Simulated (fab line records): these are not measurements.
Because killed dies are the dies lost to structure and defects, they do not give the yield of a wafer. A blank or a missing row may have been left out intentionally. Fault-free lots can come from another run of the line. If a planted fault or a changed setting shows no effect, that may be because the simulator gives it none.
Chamber matching / flow n5 finfet / pecvd-04 running N5_BEOL_M14_DEP_53: 3 sister chambers
The step deposits SiCN from 3MS/NH3, target thk 50 nm, time 17.8 s. 3 wafers are shown with their chamber, then 9 later ones without.

## WAFERS, EACH WITH ITS CHAMBER
wafer=L090.2; chamber=2; showerhead plenum p Torr (Torr)=4.176
wafer=L090.3; chamber=0; showerhead plenum p Torr (Torr)=4.122
wafer=L090.4; chamber=1; showerhead plenum p Torr (Torr)=4.174

## WAFERS WITH NO CHAMBER GIVEN
wafer=L093.1; showerhead plenum p Torr (Torr)=4.188
wafer=L093.2; showerhead plenum p Torr (Torr)=4.133
wafer=L093.4; showerhead plenum p Torr (Torr)=4.112
wafer=L092.4; showerhead plenum p Torr (Torr)=4.175
wafer=L092.5; showerhead plenum p Torr (Torr)=4.178
wafer=L092.6; showerhead plenum p Torr (Torr)=4.131
wafer=L094.1; showerhead plenum p Torr (Torr)=4.174
wafer=L094.2; showerhead plenum p Torr (Torr)=4.131
wafer=L094.3; showerhead plenum p Torr (Torr)=4.184

## EACH ONE'S CHAMBER
wafer=L093.1; from the rows above=can't be placed: 2 or 1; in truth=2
wafer=L093.2; from the rows above=0; in truth=0
wafer=L093.4; from the rows above=0; in truth=0
wafer=L092.4; from the rows above=can't be placed: 1 or 2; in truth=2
wafer=L092.5; from the rows above=can't be placed: 2 or 1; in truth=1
wafer=L092.6; from the rows above=0; in truth=0
wafer=L094.1; from the rows above=can't be placed: 1 or 2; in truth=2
wafer=L094.2; from the rows above=0; in truth=0
wafer=L094.3; from the rows above=can't be placed: 2 or 1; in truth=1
Placed correctly: 4 of 9. Not placeable from these rows: 5 (in 5, the candidates include the true chamber). Wrongly placed: 0.
How it was worked out, from the rows above alone: a wafer's distance from a chamber is the root of the sum, over the readings, of the square of ((its reading less the chamber's mean) divided by the reading's scatter). If the next closest chamber is less than 2 further off than the closest, the wafer can't be placed; otherwise it belongs to the closest. For every chamber, the mean is computed from those of its wafers that are shown. The scatter (one wafer shown for each chamber): square how far every hidden wafer sits from the nearest shown wafer, average those squares and take the square root.
